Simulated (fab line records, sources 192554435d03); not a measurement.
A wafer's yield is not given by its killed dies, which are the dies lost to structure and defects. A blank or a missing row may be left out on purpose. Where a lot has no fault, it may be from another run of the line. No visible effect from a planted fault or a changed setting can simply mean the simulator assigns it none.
The same fault as seen by 2 desks | flow n5_finfet | numbers are kept per desk, each desk with only its own; the story behind them comes last

== FOR THE TOOL OWNER'S DESK: pecvd-04 ==
The tool's own readings at N5_BEOL_M9_DEP_56 (deposits SiCN from 3MS/NH3, target thk 15 nm, time 26.5 s): means of the sampled wafers that have a number, for each lot that ran on this tool. The brackets show how far a lot's mean lies from the usual mean; more than 4 standard deviations puts the lot out of limits, marked OUT.
Columns: A = showerhead_plenum_p_Torr at N5_BEOL_M9_DEP_56, usual 3.670 Torr; B = throttle_valve_pct at N5_BEOL_M9_DEP_56, usual 9.1 %
lot  | first seen here | A     | B
L380 | day 12 14:00    | 3.687 | 9.4
L390 | day 15 05:27    | 3.692 | 9.7
L393 | day 16 10:34    | 3.675 | 9.7
Result from this desk: across the 3 lots, nothing is out of limits.

== AT THE METROLOGY DESK ==
What the gauges read for every lot (on any tool): the sampled wafers with a number, averaged. The brackets show how far a lot's mean lies from the usual mean; more than 4 standard deviations puts the lot out of limits, marked OUT.
Columns: A = M9_THK at N5_BEOL_M9_THK_MEAS_53, usual 140.7 nm; B = M9_RS at N5_BEOL_M9_RS_MEAS_57, usual 0.1512 ohm/sq
lot  | first seen here | A     | B
L380 | day 12 13:56    | 136.9 | 0.1528
L385 | day 13 17:05    | 140.4 | 0.1520
L387 | day 14 00:52    | 139.0 | 0.1533
L390 | day 15 05:23    | 141.8 | 0.1499
L393 | day 16 10:31    | 140.1 | 0.1547
L400 | day 18 08:17    | 140.4 | 0.1515
Result from this desk: across the 6 lots, nothing is out of limits.

== TAKEN TOGETHER ==
The desk of the tool owner found nothing out of limits.
Metrology desk: nothing out of limits seen.

== WHAT THE SIMULATOR HAD PUT IN ==
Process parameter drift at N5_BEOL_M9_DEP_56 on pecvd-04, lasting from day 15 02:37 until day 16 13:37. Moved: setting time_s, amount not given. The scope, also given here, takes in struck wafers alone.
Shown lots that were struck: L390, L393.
